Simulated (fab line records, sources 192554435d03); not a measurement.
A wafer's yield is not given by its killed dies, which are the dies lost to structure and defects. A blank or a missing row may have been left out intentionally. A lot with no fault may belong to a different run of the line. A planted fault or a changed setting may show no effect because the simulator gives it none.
fab line records	flow n5-finfet
record: lots: 24	wafers: 72	last-day: 18
route steps=1938 shown BEOL_M2@859 BEOL_M3@956
lots that met no fault: taken from a fault-free run of the same line
start-h: hours from the record's first day to the start of the lot's first wafer shown	wait-h: hours since the lot's step before	" the same as in the row above	L1.1+2: a row that stands for several wafers	- value missing, or start not given	* or withheld: withheld	< > ~ a bound
route shown NAME@n: a module of which the file shows steps, and the number in the route of the first	usual: the fault-free wafers' mean and standard deviation	same: alike in all rows	chamber/n: place in a boat	sites: each site's reading	_std_site: their standard deviation	_edge_site: mean of outer sites minus mean of inner sites	radius-mm: for every site, how far away it sits from the centre of the wafer	mask NAME#n: copy n	behind: the most recent tool/chamber to have shaped the wafer	hold: why the lot was held/for how many hours/how that ended	device: whichever transistor did not switch (one of n, p or np)	end of line: the same wafers' tests at the end of the route	a step without rows: its recipe alone	killed: at the first sort, the dies lost to defects and structure; wafer yield is something else	map: shows each die of a wafer: x if killed, . if not, _ if none is there
set.NAME: the setting the step ran with; set.NAME@STEP: the setting that earlier step ran with	model.NAME: the simulator's own value behind a step, which no gauge read
one table for each step of the route and one row for each wafer, over a sample of lots
services: from which hour (start-h, from the record's first day; less than 0 if before it) a tool's chamber was out of use, for how many hours, and why
== steps ==
step: N5_BEOL_M2_ETCH_63
recipe: chemistry: CF4	target: SiARC	target-depth-a: 156	mask-material: CAR-EUV	time-s: 26	ion-energy-ev: 80	pressure-mtorr: 40	source-w: 545	bias-w: 36	Ar_flow_sccm: 100	cf4-flow-sccm: 100	ends: cleared
usual: bias-w: 36.00/0.11	drypump-motor-current-A: 5.8/0.36	etch-rf-on-time-s: 25.9/0.49	oes-product-au: 0.67/0.067	rf-vpp-V: 183.6/1.2	showerhead-plenum-p-Torr: 2.12/0.07	throttle-valve-pct: 15.64/0.26
lot.wafer	tool	chamber	start-h	wait-h	bias-w	drypump-motor-current-A	etch-rf-on-time-s	oes-product-au	rf-hours-counter-h	rf-vpp-V	showerhead-plenum-p-Torr	throttle-valve-pct
L074.1	rie-diel-01	0	146.91	0.0	35.93	6.1	26.1	0.71	86	182.2	2.07	15.24
L074.2	"	3	"	"	35.96	5.7	25.4	0.67	108	182.9	2.08	15.77
L074.3	"	1	"	"	36.02	5.9	26.0	0.59	218	183.7	2.12	15.69
L075.1	rie-diel-04	0	153.68	0.0	36.09	5.5	25.7	0.74	62	182.7	2.09	15.26
L075.5	"	2	"	"	36.11	5.6	26.5	0.64	-	184.8	2.22	16.00
L075.6	"	3	"	"	35.87	5.7	26.5	0.73	-	185.6	2.28	15.63
L077.1	rie-diel-03	2	157.17	0.0	35.95	5.4	25.6	0.67	138	184.3	2.23	15.92
L077.5	"	0	"	"	36.10	5.1	26.4	0.57	-	184.5	2.10	15.90
L077.6	"	3	"	"	35.92	5.9	25.6	0.67	-	183.4	2.06	15.83
L078.3	rie-diel-03	3	158.56	0.0	35.76	5.9	25.9	0.65	158	183.6	2.06	15.83
L078.4	"	3	"	"	35.72	5.9	25.7	0.66	-	183.6	2.06	15.81
L078.6	"	0	"	"	36.07	5.1	26.6	0.57	-	184.8	2.10	15.93
L076.1	rie-diel-01	1	160.37	0.0	36.01	6.0	26.2	0.59	223	185.5	2.11	15.70
L076.3	"	0	"	"	36.03	6.0	26.1	0.71	91	183.7	2.07	15.24
L076.4	"	3	"	"	36.00	5.7	25.3	0.68	113	182.1	2.07	15.75
L079.2	rie-diel-03	1	164.31	0.0	35.66	6.3	25.3	0.83	3	182.0	2.11	15.15
L079.3	"	3	"	"	36.12	5.9	25.6	0.65	162	183.3	2.06	15.83
L079.4	"	2	"	"	36.01	5.4	25.5	0.66	-	185.7	2.23	15.94
L080.1	rie-diel-04	2	165.41	0.0	36.26	5.6	26.2	0.64	173	184.8	2.22	16.03
L080.3	"	0	"	"	36.06	5.5	25.3	0.73	67	183.2	2.09	15.26
L080.5	"	2	"	"	36.07	5.6	26.3	0.64	-	185.5	2.22	16.03
L081.1	rie-diel-01	2	182.01	0.0	36.00	6.1	26.9	0.60	206	184.3	2.12	15.54
L081.4	"	3	"	"	36.05	5.7	25.2	0.67	120	183.7	2.07	15.78
L081.6	"	0	"	"	35.98	6.1	26.1	0.70	-	183.2	2.07	15.26
L083.2	rie-diel-03	1	189.49	0.0	36.05	6.3	25.4	0.80	12	182.6	2.10	15.17
L083.5	"	2	"	"	36.05	5.5	25.7	0.65	-	184.4	2.22	15.94
L083.6	"	3	"	"	35.97	5.9	25.5	0.65	-	183.5	2.06	15.85
L082.1	rie-diel-01	2	193.02	0.0	36.08	6.2	27.3	0.59	210	183.5	2.12	15.55
L082.4	"	0	"	"	36.15	6.0	26.2	0.69	102	182.6	2.07	15.27
L082.5	"	2	"	"	36.18	6.2	27.3	0.59	-	184.2	2.12	15.56
L084.1	rie-diel-03	1	197.36	0.0	35.96	6.3	25.5	0.80	15	182.3	2.10	15.18
L084.4	"	3	"	"	35.96	5.9	25.8	0.65	171	183.6	2.06	15.85
L084.5	"	0	"	"	35.92	5.1	25.5	0.81	-	184.0	2.10	15.41
L085.1	rie-diel-01	1	201.71	0.0	36.05	5.9	26.1	0.57	239	183.9	2.11	15.74
L085.4	"	2	"	"	35.92	6.2	26.7	0.59	213	182.7	2.12	15.58
L085.6	"	1	"	"	36.07	5.9	25.8	0.58	-	183.1	2.11	15.74
L086.1	rie-diel-04	0	207.58	0.0	36.04	5.5	25.7	0.72	84	184.1	2.08	15.30
L086.4	"	3	"	"	36.13	5.6	26.6	0.71	51	184.0	2.27	15.68
L086.5	"	2	"	"	35.91	5.6	26.5	0.63	-	185.3	2.21	16.06
L087.3	rie-diel-03	1	214.99	0.0	35.97	6.3	25.5	0.79	20	183.8	2.10	15.20
L087.4	"	1	"	"	35.91	6.3	25.8	0.78	-	184.5	2.10	15.22
L087.6	"	3	"	"	36.13	5.9	25.7	0.64	-	183.6	2.06	15.86
L089.1	rie-diel-01	0	231.34	0.0	36.00	6.1	26.3	0.69	116	184.1	2.06	15.30
L089.2	"	1	"	"	35.85	5.9	26.2	0.58	246	184.1	2.11	15.76
L089.4	"	3	"	"	36.11	5.8	25.2	0.65	138	181.4	2.07	15.81
L088.1	rie-diel-03	2	231.51	0.0	35.91	5.5	26.0	0.64	160	185.4	2.22	15.97
L088.2	"	0	"	"	36.13	5.1	25.7	0.77	20	183.0	2.10	15.44
L088.6	"	2	"	"	36.06	5.5	25.9	0.64	-	184.3	2.22	15.99
L090.1	rie-diel-03	3	236.45	0.0	35.97	5.9	25.9	0.64	186	181.3	2.05	15.86
L090.2	"	1	"	"	36.10	6.4	25.8	0.76	31	183.7	2.10	15.23
L090.3	"	2	"	"	35.88	5.5	26.0	0.64	163	183.2	2.22	15.96
L092.1	rie-diel-01	3	240.40	0.0	36.09	5.8	25.2	0.66	140	182.2	2.07	15.83
L092.2	"	2	"	"	35.96	6.1	26.8	0.58	227	183.2	2.12	15.59
L092.3	"	1	"	"	35.94	5.9	25.9	0.57	249	183.8	2.10	15.75
L091.1	rie-diel-01	0	249.26	0.0	35.92	6.0	26.0	0.68	124	183.6	2.06	15.31
L091.4	"	3	"	"	36.04	5.7	25.1	0.65	-	183.1	2.06	15.84
L091.6	"	0	"	"	36.09	6.1	25.6	0.69	-	183.4	2.06	15.31
L093.3	rie-diel-01	0	252.44	0.0	36.03	6.1	25.6	0.68	127	183.8	2.06	15.32
L093.4	"	3	"	"	35.89	5.8	24.9	0.65	-	183.5	2.06	15.84
L093.6	"	2	"	"	36.00	6.2	26.3	0.58	-	182.5	2.11	15.62
L094.1	rie-diel-04	1	255.32	0.0	35.83	6.2	26.4	0.70	58	185.0	2.27	15.55
L094.4	"	3	"	"	35.98	5.7	26.5	0.69	62	185.1	2.26	15.70
L094.6	"	3	"	"	35.97	5.7	26.3	0.69	-	185.3	2.26	15.69
L095.2	rie-diel-04	3	257.46	0.0	36.13	5.6	26.1	0.70	63	183.7	2.26	15.68
L095.3	"	1	"	"	36.09	6.1	26.2	0.72	59	185.3	2.27	15.56
L095.6	"	1	"	"	35.95	6.1	26.3	0.70	-	186.7	2.27	15.56
L096.1	rie-diel-03	2	262.10	0.0	35.88	5.5	25.8	0.64	173	187.0	2.22	15.99
L096.2	"	3	"	"	36.01	5.9	25.8	0.63	196	182.5	2.05	15.89
L096.5	"	3	"	"	36.00	5.9	25.7	0.63	-	181.9	2.05	15.91
L097.1	rie-diel-01	1	289.61	0.0	36.08	6.0	25.6	0.80	11	182.8	2.10	15.27
L097.4	"	2	"	"	36.05	6.2	26.9	0.57	250	183.1	2.11	15.63
L097.6	"	2	"	"	35.96	6.2	26.8	0.58	-	182.2	2.11	15.63
step: N5_BEOL_M2_ETCH_64
recipe: chemistry: N2/H2	target: SOC	target-depth-a: 750	overetch-a: 225	mask-material: SiARC	temp-c: 40	time-s: 121.9	ion-energy-ev: 200	pressure-mtorr: 30	source-w: 840	bias-w: 150	n2-flow-sccm: 200	h2-flow-sccm: 200
usual: bias-w: 149.9/0.46	drypump-motor-current-A: 5.8/0.36	oes-product-au: 0.59/0.055	rf-vpp-V: 523.3/2.5	showerhead-plenum-p-Torr: 2.52/0.086	throttle-valve-pct: 17.85/0.24
lot.wafer	tool	chamber	start-h	wait-h	bias-w	drypump-motor-current-A	oes-product-au	rf-hours-counter-h	rf-vpp-V	showerhead-plenum-p-Torr	throttle-valve-pct
L074.1	rie-diel-01	0	146.94	0.0	150.1	6.0	0.64	86	522.0	2.46	17.54
L074.2	"	3	"	"	149.8	5.8	0.60	108	521.2	2.46	17.98
L074.3	"	1	"	"	150.2	6.0	0.52	218	523.3	2.52	17.84
L075.1	rie-diel-04	0	153.70	0.0	150.1	5.5	0.65	62	521.5	2.47	17.44
L075.5	"	2	"	"	149.2	5.6	0.58	-	524.5	2.63	18.13
L075.6	"	3	"	"	150.1	5.7	0.65	-	528.5	2.69	17.76
L077.1	rie-diel-03	2	157.20	0.0	149.9	5.5	0.59	138	526.6	2.66	18.08
L077.5	"	0	"	"	149.4	5.1	0.51	-	524.0	2.50	18.12
L077.6	"	3	"	"	149.9	5.9	0.58	-	521.1	2.44	18.12
L078.3	rie-diel-03	3	158.59	0.0	149.8	5.9	0.58	158	520.5	2.44	18.11
L078.4	"	3	"	"	149.5	5.9	0.58	-	520.7	2.44	18.11
L078.6	"	0	"	"	149.4	5.0	0.51	-	522.5	2.50	18.13
L076.1	rie-diel-01	1	160.39	0.0	149.6	5.9	0.52	223	523.7	2.52	17.86
L076.3	"	0	"	"	149.9	6.1	0.63	91	521.1	2.46	17.55
L076.4	"	3	"	"	149.2	5.7	0.59	113	521.4	2.46	17.99
L079.2	rie-diel-03	1	164.34	0.0	149.8	6.4	0.73	3	520.7	2.50	17.40
L079.3	"	3	"	"	150.0	6.0	0.58	162	522.4	2.44	18.12
L079.4	"	2	"	"	150.5	5.5	0.58	-	529.1	2.66	18.08
L080.1	rie-diel-04	2	165.44	0.0	150.0	5.6	0.58	173	525.5	2.63	18.13
L080.3	"	0	"	"	149.7	5.5	0.64	67	522.9	2.47	17.46
L080.5	"	2	"	"	149.9	5.6	0.57	-	527.1	2.63	18.14
L081.1	rie-diel-01	2	182.04	0.0	149.8	6.2	0.54	206	522.4	2.52	17.79
L081.4	"	3	"	"	149.5	5.7	0.58	120	522.5	2.45	17.99
L081.6	"	0	"	"	150.2	6.1	0.62	-	521.0	2.46	17.54
L083.2	rie-diel-03	1	189.52	0.0	150.2	6.3	0.70	12	523.5	2.50	17.41
L083.5	"	2	"	"	150.6	5.5	0.57	-	525.9	2.65	18.10
L083.6	"	3	"	"	150.1	5.9	0.58	-	522.3	2.44	18.13
L082.1	rie-diel-01	2	193.05	0.0	149.3	6.2	0.54	210	524.1	2.52	17.80
L082.4	"	0	"	"	150.1	6.1	0.63	102	521.6	2.45	17.57
L082.5	"	2	"	"	150.1	6.2	0.54	-	522.3	2.52	17.78
L084.1	rie-diel-03	1	197.39	0.0	149.6	6.4	0.69	15	523.2	2.50	17.44
L084.4	"	3	"	"	149.5	6.0	0.58	171	519.9	2.43	18.14
L084.5	"	0	"	"	150.3	5.1	0.71	-	522.4	2.50	17.68
L085.1	rie-diel-01	1	201.74	0.0	150.7	5.9	0.52	239	522.1	2.51	17.86
L085.4	"	2	"	"	150.3	6.2	0.54	213	523.2	2.51	17.80
L085.6	"	1	"	"	150.8	5.9	0.52	-	523.2	2.51	17.86
L086.1	rie-diel-04	0	207.61	0.0	150.2	5.5	0.63	84	522.3	2.46	17.47
L086.4	"	3	"	"	150.2	5.6	0.63	51	529.4	2.68	17.79
L086.5	"	2	"	"	149.8	5.6	0.57	-	526.8	2.62	18.15
L087.3	rie-diel-03	1	215.02	0.0	150.1	6.3	0.69	20	522.4	2.50	17.42
L087.4	"	1	"	"	150.2	6.3	0.70	-	523.5	2.50	17.44
L087.6	"	3	"	"	149.5	6.0	0.58	-	520.5	2.43	18.13
L089.1	rie-diel-01	0	231.36	0.0	149.5	6.1	0.61	116	520.4	2.45	17.60
L089.2	"	1	"	"	149.8	6.0	0.51	246	523.6	2.51	17.89
L089.4	"	3	"	"	150.0	5.7	0.57	138	522.0	2.44	18.03
L088.1	rie-diel-03	2	231.54	0.0	149.4	5.5	0.57	160	526.2	2.65	18.12
L088.2	"	0	"	"	149.0	5.1	0.68	20	521.4	2.49	17.68
L088.6	"	2	"	"	150.6	5.5	0.57	-	526.0	2.65	18.13
L090.1	rie-diel-03	3	236.48	0.0	149.8	5.9	0.57	186	520.9	2.43	18.15
L090.2	"	1	"	"	149.2	6.4	0.67	31	521.4	2.49	17.45
L090.3	"	2	"	"	150.6	5.5	0.58	163	525.8	2.65	18.10
L092.1	rie-diel-01	3	240.43	0.0	149.8	5.7	0.58	140	520.7	2.44	18.03
L092.2	"	2	"	"	150.1	6.2	0.53	227	524.0	2.51	17.83
L092.3	"	1	"	"	150.2	6.0	0.51	249	523.3	2.51	17.88
L091.1	rie-diel-01	0	249.28	0.0	149.6	6.1	0.61	124	520.7	2.44	17.62
L091.4	"	3	"	"	150.2	5.7	0.58	-	522.1	2.44	18.04
L091.6	"	0	"	"	149.6	6.1	0.60	-	520.3	2.45	17.61
L093.3	rie-diel-01	0	252.47	0.0	149.6	6.0	0.60	127	522.3	2.44	17.61
L093.4	"	3	"	"	149.8	5.7	0.57	-	519.7	2.44	18.03
L093.6	"	2	"	"	150.2	6.2	0.52	-	524.2	2.51	17.84
L094.1	rie-diel-04	1	255.35	0.0	150.3	6.2	0.63	58	528.0	2.70	17.87
L094.4	"	3	"	"	149.8	5.6	0.62	62	529.1	2.68	17.81
L094.6	"	3	"	"	149.1	5.7	0.62	-	525.6	2.68	17.80
L095.2	rie-diel-04	3	257.49	0.0	150.2	5.7	0.61	63	527.5	2.68	17.81
L095.3	"	1	"	"	149.6	6.2	0.62	59	527.7	2.70	17.86
L095.6	"	1	"	"	149.1	6.2	0.62	-	527.9	2.70	17.85
L096.1	rie-diel-03	2	262.13	0.0	150.1	5.5	0.57	174	526.2	2.64	18.14
L096.2	"	3	"	"	150.4	5.9	0.56	196	521.6	2.42	18.16
L096.5	"	3	"	"	150.2	5.9	0.56	-	521.6	2.42	18.16
L097.1	rie-diel-01	1	289.64	0.0	149.9	5.9	0.70	11	521.8	2.50	17.46
L097.4	"	2	"	"	149.9	6.2	0.52	250	521.7	2.50	17.86
L097.6	"	2	"	"	148.9	6.2	0.52	-	522.2	2.50	17.86
step: N5_BEOL_M2_CD_MEAS_28
recipe: target-cd-nm: 26.2	landing-energy-ev: 500	detector: se-inlens	target-cd-y-nm: 24.1	polarity: opening
usual: cd-nm: 26.18/0.23
same: landing-energy-ev: 500
lot.wafer	tool	chamber	start-h	wait-h	cd-nm
L074.1	cd-sem-01	0	147.70	-	26.34
L074.2	"	0	"	"	26.09
L074.3	"	0	"	"	25.89
L075.1	cd-sem-01	0	154.51	-	26.11
L075.5	"	0	"	"	26.76
L075.6	"	0	"	"	26.31
L077.1	cd-sem-03	0	158.14	-	26.26
L077.5	"	0	"	"	26.10
L077.6	"	0	"	"	26.15
L078.3	cd-sem-01	0	159.41	-	26.43
L078.4	"	0	"	"	26.26
L078.6	"	0	"	"	26.47
L076.1	cd-sem-02	0	161.36	-	26.18
L076.3	"	0	"	"	26.22
L076.4	"	0	"	"	26.33
L079.2	cd-sem-03	0	165.14	-	25.56
L079.3	"	0	"	"	25.69
L079.4	"	0	"	"	26.09
L080.1	cd-sem-03	0	166.11	-	26.26
L080.3	"	0	"	"	26.39
L080.5	"	0	"	"	26.19
L081.1	cd-sem-03	0	182.72	-	26.28
L081.4	"	0	"	"	26.29
L081.6	"	0	"	"	25.83
L083.2	cd-sem-03	0	190.34	-	26.28
L083.5	"	0	"	"	26.29
L083.6	"	0	"	"	26.22
L082.1	cd-sem-02	0	193.72	-	26.02
L082.4	"	0	"	"	26.20
L082.5	"	0	"	"	26.05
L084.1	cd-sem-02	0	198.06	-	25.87
L084.4	"	0	"	"	26.39
L084.5	"	0	"	"	26.66
L085.1	cd-sem-01	0	202.54	-	26.01
L085.4	"	0	"	"	26.19
L085.6	"	0	"	"	26.42
L086.1	cd-sem-02	0	208.49	-	25.86
L086.4	"	0	"	"	25.98
L086.5	"	0	"	"	26.47
L087.3	cd-sem-03	0	215.82	-	26.03
L087.4	"	0	"	"	25.91
L087.6	"	0	"	"	25.77
L089.1	cd-sem-02	0	232.04	-	26.23
L089.2	"	0	"	"	26.55
L089.4	"	0	"	"	26.19
L088.1	cd-sem-03	0	232.22	-	26.06
L088.2	"	0	"	"	26.31
L088.6	"	0	"	"	26.37
L090.1	cd-sem-02	0	237.28	-	26.23
L090.2	"	0	"	"	26.35
L090.3	"	0	"	"	26.24
L092.1	cd-sem-01	0	241.34	-	26.13
L092.2	"	0	"	"	25.89
L092.3	"	0	"	"	26.14
L091.1	cd-sem-03	0	250.01	-	25.99
L091.4	"	0	"	"	26.46
L091.6	"	0	"	"	26.30
L093.3	cd-sem-03	0	253.22	-	26.27
L093.4	"	0	"	"	26.48
L093.6	"	0	"	"	26.08
L094.1	cd-sem-03	0	256.11	-	26.15
L094.4	"	0	"	"	26.23
L094.6	"	0	"	"	26.00
L095.2	cd-sem-03	0	258.20	-	26.04
L095.3	"	0	"	"	26.47
L095.6	"	0	"	"	26.54
L096.1	cd-sem-03	0	262.80	-	25.72
L096.2	"	0	"	"	26.01
L096.5	"	0	"	"	25.54
L097.1	cd-sem-02	0	290.31	-	26.47
L097.4	"	0	"	"	26.35
L097.6	"	0	"	"	26.18
step: N5_BEOL_M2_OVL_MEAS_29
recipe: points-per-wafer: 522
usual: V1_OVL: -0.2/0.68
lot.wafer	tool	chamber	start-h	wait-h	V1_OVL[nm]
L074.1	overlay-02	0	147.73	0.0	-0.2
L074.2	"	0	"	"	-0.1
L074.3	"	0	"	"	-1.0
L075.1	overlay-02	0	154.54	0.0	1.1
L075.5	"	0	"	"	1.3
L075.6	"	0	"	"	0.4
L077.1	overlay-02	0	158.17	0.0	0.1
L077.5	"	0	"	"	-0.4
L077.6	"	0	"	"	-1.3
L078.3	overlay-02	0	159.45	0.0	-0.3
L078.4	"	0	"	"	-0.3
L078.6	"	0	"	"	-0.3
L076.1	overlay-02	0	161.39	0.0	-0.6
L076.3	"	0	"	"	-0.6
L076.4	"	0	"	"	0.3
L079.2	overlay-02	0	165.18	0.0	-0.2
L079.3	"	0	"	"	-0.5
L079.4	"	0	"	"	-0.3
L080.1	overlay-02	0	166.14	0.0	0.7
L080.3	"	0	"	"	-0.4
L080.5	"	0	"	"	-1.5
L081.1	overlay-01	0	182.75	0.0	1.5
L081.4	"	0	"	"	0.1
L081.6	"	0	"	"	-0.7
L083.2	overlay-02	0	190.38	0.0	-0.5
L083.5	"	0	"	"	-0.9
L083.6	"	0	"	"	-0.5
L082.1	overlay-02	0	193.75	0.0	-0.3
L082.4	"	0	"	"	-1.0
L082.5	"	0	"	"	-0.1
L084.1	overlay-02	0	198.09	0.0	-0.2
L084.4	"	0	"	"	0.5
L084.5	"	0	"	"	-0.8
L085.1	overlay-01	0	202.57	0.0	0.4
L085.4	"	0	"	"	-0.3
L085.6	"	0	"	"	-0.1
L086.1	overlay-02	0	208.52	0.0	-0.2
L086.4	"	0	"	"	-0.1
L086.5	"	0	"	"	-0.9
L087.3	overlay-02	0	215.86	0.0	-0.4
L087.4	"	0	"	"	-0.7
L087.6	"	0	"	"	-0.7
L089.1	overlay-02	0	232.08	0.0	0.0
L089.2	"	0	"	"	-0.6
L089.4	"	0	"	"	0.1
L088.1	overlay-02	0	232.25	0.0	0.4
L088.2	"	0	"	"	1.1
L088.6	"	0	"	"	-0.3
L090.1	overlay-02	0	237.31	0.0	-0.2
L090.2	"	0	"	"	0.2
L090.3	"	0	"	"	0.0
L092.1	overlay-01	0	241.37	0.0	0.7
L092.2	"	0	"	"	-0.1
L092.3	"	0	"	"	0.0
L091.1	overlay-01	0	250.04	0.0	-1.5
L091.4	"	0	"	"	-1.0
L091.6	"	0	"	"	-0.8
L093.3	overlay-01	0	253.26	0.0	0.1
L093.4	"	0	"	"	-1.2
L093.6	"	0	"	"	-0.2
L094.1	overlay-02	0	256.14	0.0	0.8
L094.4	"	0	"	"	0.2
L094.6	"	0	"	"	0.6
L095.2	overlay-02	0	258.23	0.0	0.6
L095.3	"	0	"	"	-0.5
L095.6	"	0	"	"	-0.4
L096.1	overlay-02	0	262.83	0.0	-0.7
L096.2	"	0	"	"	-0.6
L096.5	"	0	"	"	-0.7
L097.1	overlay-01	0	290.34	0.0	0.2
L097.4	"	0	"	"	1.2
L097.6	"	0	"	"	1.5
step: N5_BEOL_M2_DEP_57
recipe: material: SiCN	target-thk-a: 80	temp-c: withheld	precursor: 3MS/NH3	pressure-torr: 3	rf-w: 202	time-s: 14
usual: showerhead-plenum-p-Torr: 3.667/0.0091	throttle-valve-pct: 9.1/0.51
lot.wafer	tool	chamber	start-h	wait-h	showerhead-plenum-p-Torr	throttle-valve-pct
L074.1	pecvd-03	1	159.75	0.0	3.669	9.7
L074.2	"	0	"	"	3.676	8.7
L074.3	"	2	"	"	3.666	9.5
L075.1	pecvd-03	0	162.87	0.0	3.669	9.0
L075.5	"	1	"	"	3.669	9.8
L075.6	"	2	"	"	3.674	9.5
L077.1	pecvd-04	1	166.38	0.0	3.670	8.5
L077.5	"	2	"	"	3.645	8.9
L077.6	"	1	"	"	3.665	8.9
L076.1	pecvd-01	1	168.63	0.0	3.679	9.5
L076.3	"	1	"	"	3.683	9.2
L076.4	"	2	"	"	3.661	8.8
L078.3	pecvd-03	1	172.62	0.0	3.681	9.6
L078.4	"	0	"	"	3.672	8.9
L078.6	"	1	"	"	3.684	9.7
L079.2	pecvd-01	0	174.47	0.0	3.663	8.7
L079.3	"	2	"	"	3.655	8.8
L079.4	"	1	"	"	3.678	9.2
L080.1	pecvd-01	0	177.79	0.0	3.655	9.0
L080.3	"	2	"	"	3.652	8.6
L080.5	"	1	"	"	3.673	9.4
L081.1	pecvd-03	1	189.40	0.0	3.679	9.9
L081.4	"	1	"	"	3.677	9.8
L081.6	"	2	"	"	3.665	9.3
L083.2	pecvd-04	2	197.66	0.0	3.646	8.9
L083.5	"	1	"	"	3.664	8.5
L083.6	"	0	"	"	3.668	10.3
L082.1	pecvd-03	0	202.33	0.0	3.666	8.8
L082.4	"	2	"	"	3.670	9.4
L082.5	"	1	"	"	3.672	9.6
L084.1	pecvd-03	1	226.48	0.0	3.682	9.7
L084.4	"	1	"	"	3.671	9.7
L084.5	"	0	"	"	3.673	8.8
L085.1	pecvd-01	0	230.11	0.0	3.667	8.9
L085.4	"	2	"	"	3.657	8.7
L085.6	"	0	"	"	3.655	8.7
L086.1	pecvd-04	2	231.36	0.0	3.655	8.9
L086.4	"	2	"	"	3.656	8.7
L086.5	"	2	"	"	3.650	8.3
L087.3	pecvd-04	0	236.41	0.0	3.659	10.2
L087.4	"	0	"	"	3.665	10.2
L087.6	"	1	"	"	3.672	8.8
L089.1	pecvd-04	0	239.94	0.0	3.662	10.1
L089.2	"	1	"	"	3.671	8.8
L089.4	"	1	"	"	3.685	8.7
L088.1	pecvd-01	1	243.02	0.0	3.676	9.3
L088.2	"	0	"	"	3.660	8.7
L088.6	"	2	"	"	3.659	8.8
L090.1	pecvd-04	2	243.33	0.0	3.654	9.0
L090.2	"	0	"	"	3.662	10.2
L090.3	"	1	"	"	3.666	8.6
L092.1	pecvd-01	0	257.00	0.0	3.672	8.7
L092.2	"	2	"	"	3.666	8.7
L092.3	"	1	"	"	3.667	9.2
L091.1	pecvd-01	2	260.65	0.0	3.659	8.9
L091.4	"	1	"	"	3.673	9.0
L091.6	"	0	"	"	3.665	8.9
L093.3	pecvd-04	0	262.44	0.0	3.656	10.4
L093.4	"	2	"	"	3.650	9.0
L093.6	"	0	"	"	3.668	10.3
L094.1	pecvd-04	1	266.74	0.0	3.670	8.7
L094.4	"	0	"	"	3.666	10.1
L094.6	"	2	"	"	3.653	8.6
L095.2	pecvd-01	2	274.01	0.0	3.663	8.6
L095.3	"	1	"	"	3.675	9.2
L095.6	"	1	"	"	3.674	9.3
L096.1	pecvd-01	0	282.96	0.0	3.668	8.7
L096.2	"	1	"	"	3.659	8.9
L096.5	"	1	"	"	3.678	9.1
L097.1	pecvd-01	2	303.84	0.0	3.663	9.1
L097.4	"	0	"	"	3.665	8.8
L097.6	"	1	"	"	3.677	9.3
step: N5_BEOL_M3_CD_MEAS_18
recipe: pitch-nm: 36	target-cd-nm: 18
usual: cd-nm: 17.97/0.27
lot.wafer	tool	chamber	start-h	wait-h	cd-nm
L074.1	cd-sem-01	-	161.87	0.0	18.21
L074.2	"	-	"	"	18.02
L074.3	"	-	"	"	17.67
L075.1	cd-sem-01	-	165.09	0.0	18.00
L075.5	"	-	"	"	17.70
L075.6	"	-	"	"	18.26
L077.1	cd-sem-01	-	169.12	0.0	18.10
L077.5	"	-	"	"	17.73
L077.6	"	-	"	"	18.03
L076.1	cd-sem-02	-	170.31	0.0	18.15
L076.3	"	-	"	"	17.97
L076.4	"	-	"	"	18.11
L078.3	cd-sem-03	-	175.32	0.1	17.80
L078.4	"	-	"	"	17.87
L078.6	"	-	"	"	18.04
L079.2	cd-sem-02	-	176.43	0.1	17.67
L079.3	"	-	"	"	17.57
L079.4	"	-	"	"	18.11
L080.1	cd-sem-02	-	179.25	0.0	17.76
L080.3	"	-	"	"	18.01
L080.5	"	-	"	"	17.95
L081.1	cd-sem-03	-	193.44	0.0	18.46
L081.4	"	-	"	"	17.86
L081.6	"	-	"	"	17.72
L083.2	cd-sem-01	-	200.34	0.1	17.65
L083.5	"	-	"	"	17.57
L083.6	"	-	"	"	17.71
L082.1	cd-sem-03	-	208.02	0.0	18.11
L082.4	"	-	"	"	17.77
L082.5	"	-	"	"	17.64
L084.1	cd-sem-02	-	229.84	0.0	17.64
L084.4	"	-	"	"	17.75
L084.5	"	-	"	"	18.32
L085.1	cd-sem-01	-	231.86	0.0	18.00
L085.4	"	-	"	"	17.80
L085.6	"	-	"	"	17.78
L086.1	cd-sem-02	-	232.93	0.0	17.80
L086.4	"	-	"	"	17.92
L086.5	"	-	"	"	17.78
L087.3	cd-sem-02	-	240.64	0.1	17.90
L087.4	"	-	"	"	18.64
L087.6	"	-	"	"	18.44
L089.1	cd-sem-01	-	241.53	0.0	17.34
L089.2	"	-	"	"	17.89
L089.4	"	-	"	"	17.93
L088.1	cd-sem-01	-	244.36	0.0	18.32
L088.2	"	-	"	"	17.93
L088.6	"	-	"	"	17.98
L090.1	cd-sem-01	-	244.56	0.0	18.03
L090.2	"	-	"	"	18.13
L090.3	"	-	"	"	18.64
L092.1	cd-sem-03	-	258.33	0.0	17.93
L092.2	"	-	"	"	18.10
L092.3	"	-	"	"	17.89
L091.1	cd-sem-02	-	262.51	0.0	17.89
L091.4	"	-	"	"	18.17
L091.6	"	-	"	"	18.27
L093.3	cd-sem-01	-	266.45	0.1	17.57
L093.4	"	-	"	"	17.83
L093.6	"	-	"	"	17.76
L094.1	cd-sem-01	-	268.90	0.0	18.58
L094.4	"	-	"	"	17.96
L094.6	"	-	"	"	18.11
L095.2	cd-sem-03	-	275.86	0.1	18.07
L095.3	"	-	"	"	17.87
L095.6	"	-	"	"	18.30
L096.1	cd-sem-02	-	284.56	0.0	18.04
L096.2	"	-	"	"	17.97
L096.5	"	-	"	"	18.44
L097.1	cd-sem-03	-	305.13	0.0	18.30
L097.4	"	-	"	"	17.95
L097.6	"	-	"	"	17.69
== services ==
tool	chamber	start-h	hours	kind
pecvd-04	-	130.61	2.8	pm
pecvd-01	-	131.39	2.0	repair
rie-diel-03	1	136.58	-	clean
rie-diel-03	1	136.58	-	consumable-replace:focus-ring
rie-diel-03	1	136.58	23.6	scheduled-down
rie-diel-03	1	136.58	23.6	vent-cycle
rie-diel-04	1	154.12	31.9	repair
rie-diel-03	0	160.31	-	clean
rie-diel-03	0	160.31	-	consumable-replace:focus-ring
rie-diel-03	0	160.31	19.5	scheduled-down
rie-diel-01	1	203.47	7.2	repair
rie-diel-04	1	209.09	6.8	repair
rie-diel-03	2	212.85	15.3	repair
rie-diel-04	-	240.08	14.6	pm
rie-diel-01	1	244.09	-	clean
rie-diel-01	1	244.09	-	consumable-replace:focus-ring
rie-diel-01	1	244.09	13.9	scheduled-down
rie-diel-01	1	244.09	13.9	vent-cycle
pecvd-03	-	259.47	5.5	pm
rie-diel-01	2	290.57	-	clean
rie-diel-01	2	290.57	-	consumable-replace:focus-ring
rie-diel-01	2	290.57	21.6	scheduled-down
rie-diel-01	2	290.57	21.6	vent-cycle
pecvd-04	-	300.67	1.8	repair
== key ==
fault none
